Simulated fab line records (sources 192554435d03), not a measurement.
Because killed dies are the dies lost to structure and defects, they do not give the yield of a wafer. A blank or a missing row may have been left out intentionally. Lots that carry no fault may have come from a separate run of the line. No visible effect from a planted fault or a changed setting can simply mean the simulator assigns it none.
Split-lot study | flow n5 finfet | 21 wafers read from 7 lots, route of 1938 steps

## THE SPLIT
At N5_BEOL_M5_ILD_DEP_00 (deposits SiCOH lowk from DEMS/porogen, target thk 140.64 nm, time 25.9 s), the setting time s was moved away from the recipe's 25.9 s on 5 of the 21 wafers read, by -14.9% to +13.1%. This setting was run at the recipe's value on the other wafers.

## BETWEEN THE SPLIT AND THE READING: the file shows 1 step in between
- N5_BEOL_M5_CURE_79: cures SiCOH lowk, time 240 s

## THE READING
Values of M5_ILD_THK in nm from N5_BEOL_M5_THK_MEAS_01. Typical for fault-free wafers on this fab line: 120.2 nm, with standard deviation 1.7 nm.

wafer  | tool, chamber at the split | time s as run, s | against the recipe | M5_ILD_THK, nm | against lot-mates on the recipe
L076.1 | pecvd-02, 2                | 25.9             | recipe             | 119.4          | -
L076.5 | pecvd-02, 1                | 25.9             | recipe             | 119.8          | -
L076.6 | pecvd-02, 0                | 25.9             | recipe             | 120.7          | -
L077.2 | pecvd-03, 1                | 25.9             | recipe             | 119.3          | -
L077.4 | pecvd-03, 1                | 25.9             | recipe             | 120.5          | -
L077.6 | pecvd-03, 0                | 26.9             | +3.9%              | 125.2          | +5.3
L079.2 | pecvd-02, 1                | 25.9             | recipe             | 117.8          | -
L079.3 | pecvd-02, 0                | 22.03            | -14.9%             | 102.6          | -16.4
L079.4 | pecvd-02, 1                | 25.9             | recipe             | 120.2          | -
L085.2 | pecvd-03, 0                | 29.28            | +13.1%             | 134.0          | +15.0
L085.3 | pecvd-03, 2                | 25.9             | recipe             | 118.5          | -
L085.4 | pecvd-03, 1                | 25.9             | recipe             | 119.6          | -
L086.2 | pecvd-04, 1                | 25.9             | recipe             | 121.2          | -
L086.4 | pecvd-04, 1                | 25.9             | recipe             | 121.8          | -
L086.6 | pecvd-04, 0                | 25.9             | recipe             | 123.2          | -
L088.2 | pecvd-03, 1                | 25.9             | recipe             | 118.0          | -
L088.5 | pecvd-03, 2                | 25.9             | recipe             | 119.1          | -
L088.6 | pecvd-03, 0                | 27.59            | +6.5%              | 127.5          | +9.0
L096.1 | pecvd-04, 2                | 25.9             | recipe             | 119.7          | -
L096.2 | pecvd-04, 0                | 28.59            | +10.4%             | 132.8          | +12.0
L096.4 | pecvd-04, 0                | 25.9             | recipe             | 122.0          | -

THE FIT
A straight line over all 21 wafers: M5_ILD_THK changes by +1.15 nm for each +1% of time s; r = +0.98; the points scatter about the line by 1.4 nm.
The same after taking each lot's own level away (the mean of its wafers on the recipe; 21 wafers): +1.15 nm for each +1%; r = +0.99; scatter 0.84 nm.
Per that fit: largest time s move, reading shift of 17 nm.
Across the lots, their own levels run from 118.55 to 122.07 nm, a range of 2.1 times the standard deviation given above.
The two slopes agree, so the slope changes little with the lot-to-lot level.
Check: with one of the wafers moved furthest among these (-14.9%) left out of the fit, the line predicts -17.6 nm for it against its lot-mates. It came out at -16.4 nm against them.

## OTHER SPLITS APPLIED TO THESE WAFERS
Other splits were also applied to these wafers ahead of the reading. Each is held against what the fit with the lots' levels taken away leaves over:
other split on the same wafers | wafers away from the commonest value | r with M5_ILD_THK (lot level and that fit taken away)
N5_BEOL_M4_EXPOSE_25 dose mj   | 7                                    | +0.09

## THE WHOLE CHAIN: every reading that the file lists as answering this split, in the file's order
step                   | what it does                                                             | reading                                                                                  | change (the file's fit)              | r (the file's)
N5_BEOL_M5_ILD_DEP_00  | deposits SiCOH lowk from DEMS/porogen, target thk 140.64 nm, time 25.9 s | SiCOH_lowk_of_BEOL_M5_ILD_DEP_00.thk nm (the simulator's own value, which no gauge read) | +1.33 nm for each +1% of the setting | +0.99
N5_BEOL_M5_CURE_79     | cures SiCOH lowk, time 240 s                                             | SiCOH_lowk_of_BEOL_M5_ILD_DEP_00.thk nm (the simulator's own value, which no gauge read) | +1.15 nm for each +1% of the setting | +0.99
N5_BEOL_M5_THK_MEAS_01 |                                                                          | M5_ILD_THK                                                                               | +1.15 for each +1% of the setting    | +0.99

## FILE'S OWN FIT
M5_ILD_THK changes by +1.15 nm for each +1% of time s, r = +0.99.
